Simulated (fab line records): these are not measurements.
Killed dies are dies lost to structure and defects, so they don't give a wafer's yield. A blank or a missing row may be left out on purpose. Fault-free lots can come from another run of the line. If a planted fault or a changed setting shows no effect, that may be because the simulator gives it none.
Chamber matching | flow nand_harc | NHARC_A_STAIRCASE_DEP_301 on pecvd-03 has 3 sister chambers
The step deposits SiON, target thk 30 nm. 6 wafers are shown with their chamber, then 9 later ones without.

== EACH WAFER AND ITS CHAMBER ==
wafer  | chamber | heater_power_w (W)
L086.2 | 0       | 613
L088.5 | 1       | 643
L088.6 | 2       | 541
L087.1 | 0       | 640
L087.3 | 2       | 661
L087.6 | 1       | 663

== WAFERS MISSING THEIR CHAMBER ==
wafer  | heater_power_w (W)
L097.2 | 738
L097.3 | 625
L097.4 | 651
L096.1 | 766
L096.2 | 665
L096.5 | 735
L094.1 | 601
L094.3 | 760
L094.4 | 758

== CHAMBER TAKEN BY EACH ==
wafer  | from the rows above          | in truth
L097.2 | can't be placed: 1 or 0 or 2 | 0
L097.3 | can't be placed: 0 or 2 or 1 | 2
L097.4 | can't be placed: 1 or 0 or 2 | 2
L096.1 | can't be placed: 1 or 0 or 2 | 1
L096.2 | can't be placed: 1 or 0 or 2 | 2
L096.5 | can't be placed: 1 or 0 or 2 | 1
L094.1 | can't be placed: 2 or 0 or 1 | 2
L094.3 | can't be placed: 1 or 0 or 2 | 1
L094.4 | can't be placed: 1 or 0 or 2 | 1
Correctly placed: 0 of 9. From these rows, 9 cannot be placed; in 9 the true chamber is one of the candidates. Placed wrongly: 0.
How it was worked out, from the rows above alone: a wafer's distance from a chamber is the root of the sum, over the readings, of the square of ((its reading less the chamber's mean) divided by the reading's scatter). If the next closest chamber is less than 2 further off than the closest, the wafer can't be placed; otherwise it belongs to the closest. The mean given for a chamber averages the wafers shown for that chamber. How the scatter is found: for the shown wafers, subtract from each reading the mean of its chamber, square and add these, divide the total by (wafers less chambers), then take the root.
